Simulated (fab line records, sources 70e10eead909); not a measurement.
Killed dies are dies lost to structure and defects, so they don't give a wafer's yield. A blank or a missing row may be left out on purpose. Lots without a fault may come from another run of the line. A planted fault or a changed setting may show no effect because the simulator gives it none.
Which tool did it? | flow nand_harc | 12 lots, 36 wafers sampled, at 3 steps of a route of 1302

WHAT THE GAUGES READ, wafer by wafer
NHARC_P_GATE_INSPECT_68.
lot  | measured     | on                | raw_defect_count
L075 | day 6 07:38  | defect_inspect-02 | 168 152 218
L077 | day 6 20:58  | defect_inspect-01 | 99 152 203
L079 | day 7 20:03  | defect_inspect-02 | 274 227 171
L081 | day 8 22:02  | defect_inspect-02 | 238 145 316
L083 | day 9 17:29  | defect_inspect-02 | 183 148 234
L085 | day 10 10:37 | defect_inspect-02 | 219 170 193
L087 | day 11 03:23 | defect_inspect-01 | 182 266 302
L088 | day 11 21:21 | defect_inspect-02 | 284 345 218
L091 | day 12 14:52 | defect_inspect-01 | 227 140 245
L093 | day 13 15:49 | defect_inspect-02 | 223 159 191
L095 | day 14 09:17 | defect_inspect-01 | 244 97 153
L097 | day 15 05:28 | defect_inspect-01 | 356 433 385

WHICH TOOL RAN EACH LOT (tool, then ch and the chambers of the sampled wafers, then the start)
lot  | NHARC_P_GATE_DESCUM_48             | NHARC_P_GATE_STRIP_76
L075 | rie_diel-04 ch 1,2, day 6 01:20    | plasma_asher-01 ch 1, day 6 03:36
L077 | rie_diel-08 ch 1,2, day 6 14:34    | plasma_asher-01 ch 0,1, day 6 16:59
L079 | rie_diel-08 ch 0,2,3, day 7 13:46  | plasma_asher-02 ch 0,1, day 7 16:07
L081 | rie_diel-08 ch 0,1,3, day 8 15:49  | plasma_asher-02 ch 0,1, day 8 18:07
L083 | rie_diel-04 ch 0,1,2, day 9 11:06  | plasma_asher-02 ch 0,1, day 9 13:29
L085 | rie_diel-08 ch 1,2,3, day 10 04:15 | plasma_asher-02 ch 0,1, day 10 06:38
L087 | rie_diel-08 ch 0,1,3, day 10 20:46 | plasma_asher-01 ch 0,1, day 10 23:20
L088 | rie_diel-07 ch 0,1, day 11 14:12   | plasma_asher-01 ch 1, day 11 16:58
L091 | rie_diel-08 ch 0,2,3, day 12 08:32 | plasma_asher-02 ch 0,1, day 12 10:53
L093 | rie_diel-04 ch 0,3, day 13 09:24   | plasma_asher-01 ch 0,1, day 13 11:47
L095 | rie_diel-04 ch 0,2,3, day 14 03:05 | plasma_asher-01 ch 0,1, day 14 05:20
L097 | rie_diel-04 ch 0,1, day 14 23:10   | plasma_asher-01 ch 0,1, day 15 01:33
- NHARC_P_GATE_DESCUM_48: chemistry O2, time 3 s.
- NHARC_P_GATE_STRIP_76: strips in O2.

THE ANSWER, worked out from the rows above alone
Rule: what is usual is taken from the lots themselves. Put in order of their means at a reading, lots are off if they are a third of the lots or fewer, leave a main group of 4 or more, and stand apart from it by a gap of 3 or more times the standard deviation of the main group's means; of several such gaps the widest counts. A main group whose means are all the same, to the digits that the tables above print for the reading, isn't used. A lot without any number at a reading at which 4 lots or more have one is off too. The other lots that the step has rows for count as sound.
No lot is off at any reading shown: from this, nothing can be told.

WHAT THE SIMULATOR HAD PUT IN
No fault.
